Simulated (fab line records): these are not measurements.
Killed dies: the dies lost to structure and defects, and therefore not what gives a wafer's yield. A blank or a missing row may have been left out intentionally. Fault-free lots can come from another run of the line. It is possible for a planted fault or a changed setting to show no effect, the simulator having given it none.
Chamber matching + flow nand harc + rie diel-13 running NHARC_P_M1_DESCUM_14: 4 sister chambers
The step chemistry O2, time 3 s. 4 wafers are shown with their chamber, then 11 later ones without.

EACH WAFER AND ITS CHAMBER
| wafer  | chamber | showerhead plenum p Torr (Torr) |
|--------|---------|---------------------------------|
| L683.1 | 1       | 1.84                            |
| L683.2 | 3       | 1.89                            |
| L683.6 | 2       | 1.98                            |
| L684.3 | 0       | 1.97                            |

WAFERS WHOSE CHAMBER IS MISSING
| wafer  | showerhead plenum p Torr (Torr) |
|--------|---------------------------------|
| L684.5 | 1.84                            |
| L684.6 | 1.97                            |
| L685.2 | 1.98                            |
| L685.4 | 1.97                            |
| L685.6 | 1.84                            |
| L693.4 | 1.84                            |
| L693.5 | 1.89                            |
| L693.6 | 1.98                            |
| L695.1 | 1.96                            |
| L695.2 | 1.84                            |
| L695.5 | 1.96                            |

THE CHAMBER EACH PASSED THROUGH
| wafer  | from the rows above | in truth |
|--------|---------------------|----------|
| L684.5 | 1                   | 1        |
| L684.6 | 0                   | 0        |
| L685.2 | 2                   | 2        |
| L685.4 | 0                   | 0        |
| L685.6 | 1                   | 1        |
| L693.4 | 1                   | 1        |
| L693.5 | 3                   | 3        |
| L693.6 | 2                   | 2        |
| L695.1 | 0                   | 0        |
| L695.2 | 1                   | 1        |
| L695.5 | 0                   | 0        |
Placed correctly: 11 of 11. Left unplaced by these rows: 0. Number placed wrongly: 0.
How it was worked out, from the rows above alone: a wafer's distance from a chamber is the root of the sum, over the readings, of the square of ((its reading less the chamber's mean) divided by the reading's scatter). The wafer belongs to the nearest chamber; if the next one is less than 2 further off, it can't be placed. For every chamber, the mean is computed from those of its wafers that are shown. The scatter (one wafer shown for each chamber): square how far every hidden wafer sits from the nearest shown wafer, average those squares and take the square root.
